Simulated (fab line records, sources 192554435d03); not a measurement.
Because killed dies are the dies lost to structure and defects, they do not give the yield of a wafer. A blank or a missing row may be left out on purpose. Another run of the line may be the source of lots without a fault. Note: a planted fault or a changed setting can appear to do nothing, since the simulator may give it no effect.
Chamber matching | flow n5Finfet | N5_BEOL_M14_DESCUM_15 on rieDiel-06: 4 sister chambers
The step chemistry O2, time 7.9 s. 8 wafers are shown with their chamber, then 7 later ones without.

== WAFERS PAIRED WITH THEIR CHAMBERS ==
wafer  | chamber | throttleValvePct (%) | drypumpMotorCurrentA (A)
L083.4 | 2       | 20.42                | 6.4
L084.4 | 0       | 20.23                | 5.4
L084.6 | 1       | 20.07                | 6.5
L085.1 | 1       | 20.09                | 6.5
L085.2 | 3       | 20.09                | 5.7
L085.6 | 0       | 20.22                | 5.3
L090.1 | 2       | 20.43                | 6.4
L090.3 | 3       | 20.11                | 5.7

== WAFERS WHOSE CHAMBER IS MISSING ==
wafer  | throttleValvePct (%) | drypumpMotorCurrentA (A)
L090.5 | 20.09                | 6.5
L091.1 | 20.24                | 5.3
L091.2 | 20.12                | 5.7
L091.4 | 20.44                | 6.4
L096.4 | 20.12                | 6.5
L096.5 | 20.27                | 5.3
L096.6 | 20.13                | 5.7

== CHAMBER TAKEN BY EACH ==
wafer  | from the rows above | in truth
L090.5 | 1                   | 1
L091.1 | 0                   | 0
L091.2 | 3                   | 3
L091.4 | 2                   | 2
L096.4 | 1                   | 1
L096.5 | 0                   | 0
L096.6 | 3                   | 3
Correct placement for 7 of the 7. Left unplaced by these rows: 0. Wrongly placed: 0.
How it was worked out, from the rows above alone: a wafer's distance from a chamber is the root of the sum, over the readings, of the square of ((its reading less the chamber's mean) divided by the reading's scatter). If the next closest chamber is less than 2 further off than the closest, the wafer can't be placed; otherwise it belongs to the closest. A chamber's mean is the mean of its shown wafers. The scatter is the square root of a quotient: the sum, over the shown wafers, of each reading's squared deviation from its chamber's mean, divided by wafers minus chambers.
